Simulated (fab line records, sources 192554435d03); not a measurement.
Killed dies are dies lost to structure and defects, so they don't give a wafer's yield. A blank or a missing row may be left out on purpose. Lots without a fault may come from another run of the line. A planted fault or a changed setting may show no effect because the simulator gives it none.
Which tool did it? | flow n5_finfet | 24 lots, 72 wafers sampled, at 4 steps of a route of 1938

WHAT THE GAUGES READ, wafer by wafer
N5_BEOL_M4_THK_MEAS_01.
lot  | measured     | on            | M4_ILD_THK (nm)
L074 | day 7 08:02  | film_metro-01 | 77.4 79.0 79.0
L075 | day 7 09:16  | film_metro-02 | 78.2 79.3 81.1
L076 | day 7 18:43  | film_metro-01 | 78.0 78.6 79.4
L077 | day 8 02:24  | film_metro-02 | 78.7 79.8 81.0
L078 | day 8 04:15  | film_metro-02 | 80.2 79.3 81.2
L079 | day 8 15:49  | film_metro-02 | 77.9 78.5 78.2
L080 | day 8 21:05  | film_metro-01 | 77.3 79.4 78.5
L081 | day 9 09:16  | film_metro-02 | 77.9 79.1 80.0
L082 | day 9 10:36  | film_metro-02 | 79.9 79.9 80.5
L084 | day 9 13:01  | film_metro-01 | 78.8 80.0 78.8
L083 | day 9 13:22  | film_metro-02 | 78.2 78.5 80.9
L085 | day 10 01:27 | film_metro-01 | 78.5 79.6 78.4
L087 | day 10 21:14 | film_metro-02 | 79.1 80.4 79.9
L086 | day 11 01:27 | film_metro-01 | 79.3 77.5 80.4
L088 | day 11 03:17 | film_metro-02 | 77.3 77.9 79.5
L089 | day 11 19:38 | film_metro-01 | 78.1 79.1 79.3
L090 | day 12 00:10 | film_metro-02 | 77.9 77.5 80.1
L091 | day 12 00:54 | film_metro-02 | 78.0 80.0 81.1
L093 | day 12 02:18 | film_metro-02 | 79.1 80.5 78.9
L092 | day 12 04:32 | film_metro-02 | 78.7 79.6 79.6
L095 | day 12 15:15 | film_metro-01 | 80.7 79.0 80.4
L094 | day 12 18:34 | film_metro-02 | 78.0 79.4 78.7
L097 | day 13 15:40 | film_metro-02 | 79.6 79.0 80.5
L096 | day 13 21:59 | film_metro-01 | 77.6 79.2 80.3

N5_BEOL_M4_OVL_MEAS_12.
lot  | measured     | on         | M4_OVL (nm)
L074 | day 7 09:49  | overlay-02 | -1.5 0.2 0.3
L075 | day 7 10:28  | overlay-02 | 0.2 0.6 -0.6
L076 | day 7 20:01  | overlay-02 | -0.4 -0.3 -1.0
L077 | day 8 05:46  | overlay-02 | -1.1 -0.9 -0.2
L078 | day 8 06:21  | overlay-02 | -0.6 -0.9 -1.3
L079 | day 8 17:40  | overlay-02 | -0.6 -0.5 -0.5
L080 | day 8 21:38  | overlay-02 | -0.1 -0.9 -0.9
L081 | day 9 10:09  | overlay-02 | -0.1 0.0 -0.5
L082 | day 9 12:43  | overlay-01 | -0.7 -1.4 -0.5
L084 | day 9 15:41  | overlay-02 | 0.1 0.3 -1.0
L083 | day 9 15:51  | overlay-01 | -0.7 0.7 -0.4
L085 | day 10 02:42 | overlay-02 | -1.0 -0.1 -0.6
L087 | day 11 01:26 | overlay-01 | -1.4 -0.5 -0.4
L086 | day 11 02:40 | overlay-01 | 0.7 0.3 0.5
L088 | day 11 04:19 | overlay-01 | -0.3 -0.1 -0.5
L089 | day 11 20:25 | overlay-01 | -1.5 -0.5 -0.9
L090 | day 12 03:33 | overlay-01 | -0.3 -0.7 -0.5
L091 | day 12 03:52 | overlay-02 | -1.3 -0.9 -0.8
L093 | day 12 04:04 | overlay-01 | -0.3 0.3 -0.9
L092 | day 12 07:03 | overlay-01 | -0.2 -0.4 -0.5
L095 | day 12 15:51 | overlay-02 | 0.1 -0.8 -0.7
L094 | day 13 02:18 | overlay-01 | -0.3 -0.1 -0.8
L097 | day 13 16:52 | overlay-02 | 0.2 -1.1 -0.9
L096 | day 13 22:35 | overlay-02 | -1.2 -0.3 -2.1

N5_BEOL_M4_OCD_MEAS_38.
lot  | measured     | on     | trench_depth_nm (nm)
L074 | day 7 19:26  | ocd-01 | 54.8 55.1 54.2
L075 | day 7 15:12  | ocd-02 | 55.6 55.1 56.2
L076 | day 7 22:10  | ocd-01 | 56.0 55.9 55.6
L077 | day 8 13:13  | ocd-02 | 56.0 56.5 55.7
L078 | day 8 14:05  | ocd-01 | 54.5 55.8 55.9
L079 | day 8 20:20  | ocd-02 | 56.5 55.2 55.1
L080 | day 9 03:49  | ocd-01 | 56.6 53.5 56.0
L081 | day 9 13:11  | ocd-02 | 54.6 56.9 57.8
L082 | day 9 16:04  | ocd-02 | 56.8 56.0 57.1
L084 | day 9 21:20  | ocd-02 | 56.8 55.8 56.3
L083 | day 9 21:37  | ocd-02 | 54.7 54.7 55.3
L085 | day 10 07:00 | ocd-02 | 56.2 56.1 56.8
L087 | day 11 05:41 | ocd-02 | 54.7 54.6 54.0
L086 | day 11 06:21 | ocd-02 | 54.8 54.9 55.1
L088 | day 11 10:32 | ocd-02 | 57.7 55.6 56.7
L089 | day 12 06:17 | ocd-01 | 54.9 55.6 55.3
L090 | day 12 07:26 | ocd-01 | 56.2 56.4 56.2
L091 | day 12 11:05 | ocd-02 | 56.9 57.0 56.6
L093 | day 12 07:24 | ocd-02 | 54.9 57.2 58.4
L092 | day 12 11:33 | ocd-02 | 55.3 54.3 55.1
L095 | day 13 10:19 | ocd-01 | 54.2 54.7 54.2
L094 | day 13 15:25 | ocd-02 | 55.7 56.1 55.3
L097 | day 13 20:57 | ocd-02 | 55.5 54.8 55.7
L096 | day 14 04:33 | ocd-01 | 54.3 54.9 55.8

WHICH TOOL RAN EACH LOT (tool, then ch and the chambers of the sampled wafers, then the start)
lot  | N5_BEOL_M4_ETCH_74
L074 | rie_diel-04 ch 0,2, day 7 10:12
L075 | rie_diel-02 ch 1,2, day 7 11:07
L076 | rie_diel-05 ch 0,2,3, day 7 20:25
L077 | rie_diel-02 ch 0,1, day 8 05:57
L078 | rie_diel-04 ch 2,3, day 8 06:29
L079 | rie_diel-04 ch 1,2, day 8 17:47
L080 | rie_diel-02 ch 0,1,2, day 8 21:46
L081 | rie_diel-04 ch 0,1,2, day 9 10:17
L082 | rie_diel-02 ch 0,1,2, day 9 13:21
L084 | rie_diel-05 ch 1,3, day 9 15:48
L083 | rie_diel-05 ch 0,1, day 9 16:02
L085 | rie_diel-05 ch 1,3, day 10 02:53
L087 | rie_diel-04 ch 0,1,2, day 11 01:35
L086 | rie_diel-04 ch 1,2,3, day 11 03:00
L088 | rie_diel-04 ch 1,2,3, day 11 04:26
L089 | rie_diel-02 ch 0,3, day 11 20:51
L090 | rie_diel-04 ch 0,1, day 12 03:42
L091 | rie_diel-04 ch 0,1, day 12 04:14
L093 | rie_diel-02 ch 0,1,2, day 12 04:19
L092 | rie_diel-04 ch 0,1,3, day 12 07:24
L095 | rie_diel-05 ch 0,2,3, day 12 16:01
L094 | rie_diel-02 ch 2,3, day 13 02:25
L097 | rie_diel-02 ch 0,2, day 13 16:59
L096 | rie_diel-04 ch 1,2, day 13 23:04
- N5_BEOL_M4_ETCH_74: etches underlayer in N2/H2, target depth 6.5 nm, time 5.2 s.

WHAT THE TOOLS THEMSELVES READ (means of the sampled wafers that have a number; where no wafer has one, the mark that the record gives instead)
N5_BEOL_M4_ETCH_74.
lot  | tool        | drypump_motor_current_A (A) | etch_rf_on_time_s (s) | oes_product_au (a.u.) | rf_vpp_V (V) | showerhead_plenum_p_Torr (Torr) | throttle_valve_pct (%)
L074 | rie_diel-04 | 5.4                         | 5.17                  | 0.58                  | 522.2        | 2.49                            | 17.67
L075 | rie_diel-02 | 5.9                         | 5.30                  | 0.71                  | 526.8        | 2.65                            | 17.60
L076 | rie_diel-05 | 5.8                         | 5.24                  | 0.71                  | 525.2        | 2.62                            | 17.94
L077 | rie_diel-02 | 5.4                         | 5.33                  | 0.69                  | 523.1        | 2.53                            | 17.77
L078 | rie_diel-04 | 6.3                         | 5.12                  | 0.61                  | 524.0        | 2.58                            | 17.92
L079 | rie_diel-04 | 5.7                         | 5.03                  | 0.66                  | 522.0        | 2.53                            | 17.84
L080 | rie_diel-02 | 5.7                         | 5.23                  | 0.67                  | 523.6        | 2.55                            | 17.69
L081 | rie_diel-04 | 5.5                         | 5.09                  | 0.71                  | 524.5        | 2.52                            | 17.59
L082 | rie_diel-02 | 5.7                         | 5.26                  | 0.68                  | 524.3        | 2.55                            | 17.70
L084 | rie_diel-05 | 5.5                         | 5.12                  | 0.74                  | 524.5        | 2.56                            | 17.85
L083 | rie_diel-05 | 5.7                         | 5.13                  | 0.74                  | 522.1        | 2.48                            | 17.87
L085 | rie_diel-05 | 5.5                         | 5.16                  | 0.72                  | 523.8        | 2.55                            | 17.85
L087 | rie_diel-04 | 5.5                         | 5.09                  | 0.79                  | 522.2        | 2.52                            | 17.47
L086 | rie_diel-04 | 5.9                         | 5.09                  | 0.73                  | 524.4        | 2.56                            | 17.73
L088 | rie_diel-04 | 5.9                         | 5.06                  | 0.74                  | 524.7        | 2.56                            | 17.74
L089 | rie_diel-02 | 5.7                         | 5.23                  | 0.68                  | 523.4        | 2.53                            | 17.65
L090 | rie_diel-04 | 5.3                         | 5.24                  | 0.73                  | 522.5        | 2.51                            | 17.35
L091 | rie_diel-04 | 5.3                         | 5.10                  | 0.74                  | 521.3        | 2.51                            | 17.37
L093 | rie_diel-02 | 5.8                         | 5.29                  | 0.65                  | 523.4        | 2.54                            | 17.76
L092 | rie_diel-04 | 5.7                         | 5.21                  | 0.68                  | 525.1        | 2.55                            | 17.60
L095 | rie_diel-05 | 5.9                         | 5.12                  | 0.74                  | 525.6        | 2.60                            | 17.86
L094 | rie_diel-02 | 5.9                         | 5.21                  | 0.70                  | 526.3        | 2.60                            | 17.57
L097 | rie_diel-02 | 6.1                         | 5.19                  | 0.64                  | 525.7        | 2.57                            | 17.68
L096 | rie_diel-04 | 5.5                         | 5.10                  | 0.73                  | 523.4        | 2.55                            | 17.70

THE ANSWER, worked out from the rows above alone
Rule: what is usual is taken from the lots themselves. Put in order of their means at a reading, lots are off if they are a third of the lots or fewer, leave a main group of 4 or more, and stand apart from it by a gap of 3 or more times the standard deviation of the main group's means; of several such gaps the widest counts. A main group whose means are all the same, to the digits that the tables above print for the reading, isn't used. A lot without any number at a reading at which 4 lots or more have one is off too. The other lots that the step has rows for count as sound. The gauges are gone through in route order, then the tools' own readings, and for those a lot's mean is taken as printed above. The first step at which some lot is off is used, and at that step the reading that is off furthest; a lot without a number counts as furthest.
No lot is off at any reading shown: from this, nothing can be told.

WHAT THE SIMULATOR HAD PUT IN
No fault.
